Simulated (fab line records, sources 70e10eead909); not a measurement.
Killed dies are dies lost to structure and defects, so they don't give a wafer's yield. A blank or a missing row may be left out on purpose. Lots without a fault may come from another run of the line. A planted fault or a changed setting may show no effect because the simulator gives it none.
Chamber matching | flow nand_harc | NHARC_P_BONDPAD_CMP_19 on cmp-02: 4 sister chambers
The step polishes, t overpolish 30 s, cu recess touch 16 s, target thk 160.81 nm. 20 wafers are shown with their chamber, then 10 later ones without.

WAFERS WITH THEIR CHAMBER
wafer  | chamber | motor_current_A (A) | overpolish_run_s (s)
L075.1 | 2       | 11.9                | 29.997
L075.2 | 1       | 13.4                | 29.985
L075.3 | 0       | 10.6                | 30.011
L075.4 | 3       | 13.7                | 29.987
L075.5 | 1       | 13.0                | 30.021
L075.6 | 2       | 11.4                | 29.989
L078.1 | 0       | 10.7                | 30.011
L078.4 | 2       | 11.5                | 30.010
L078.5 | 0       | 10.3                | 29.987
L081.1 | 0       | 11.3                | 29.998
L081.2 | 3       | 12.7                | 30.012
L081.5 | 0       | 10.4                | 30.014
L082.1 | 1       | 13.3                | 29.994
L082.3 | 0       | 10.8                | 30.004
L082.6 | 0       | 10.7                | 29.999
L086.2 | 2       | 11.4                | 30.004
L086.5 | 2       | 12.0                | 29.996
L086.6 | 3       | 13.2                | 30.004
L087.3 | 1       | 13.6                | 30.001
L087.4 | 3       | 12.8                | 29.988

SIGNATURES (means of the wafers above)
reading          | chamber 0 | chamber 1 | chamber 2 | chamber 3 | scatter within a chamber
motor_current_A  | 10.686    | 13.325    | 11.640    | 13.100    | 0.332
overpolish_run_s | 30.00343  | 30.00025  | 29.99920  | 29.99775  | 0.0111
Rule: a wafer's distance from a chamber is the root of the sum, over the readings, of the square of ((its reading less the chamber's mean) divided by the reading's scatter). The wafer belongs to the nearest chamber; if the next one is less than 2 further off, it can't be placed. The scatter: the root of (the sum of the squares of (reading less its chamber's mean) over the shown wafers, divided by (wafers less chambers)).

WAFERS WITHOUT THEIR CHAMBER
wafer  | motor_current_A (A) | overpolish_run_s (s)
L087.5 | 13.5                | 29.999
L088.2 | 12.1                | 30.014
L088.5 | 13.0                | 30.003
L088.6 | 12.0                | 29.998
L091.2 | 10.2                | 29.997
L091.3 | 11.6                | 29.997
L091.4 | 13.1                | 30.002
L094.1 | 13.7                | 29.998
L094.2 | 13.0                | 29.990
L094.4 | 11.7                | 30.016

WHICH CHAMBER EACH WENT THROUGH
wafer  | from the rows above          | in truth
L087.5 | can't be placed: 1 or 3      | 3
L088.2 | can't be placed: 2 or 3 or 1 | 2
L088.5 | can't be placed: 3 or 1      | 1
L088.6 | 2                            | 2
L091.2 | 0                            | 0
L091.3 | 2                            | 2
L091.4 | can't be placed: 3 or 1      | 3
L094.1 | can't be placed: 1 or 3      | 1
L094.2 | can't be placed: 3 or 1      | 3
L094.4 | can't be placed: 2 or 0      | 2
Placed correctly: 3 of 10. Can't be placed from these rows: 7 (the true chamber is among the candidates in 7). Placed wrongly: 0.
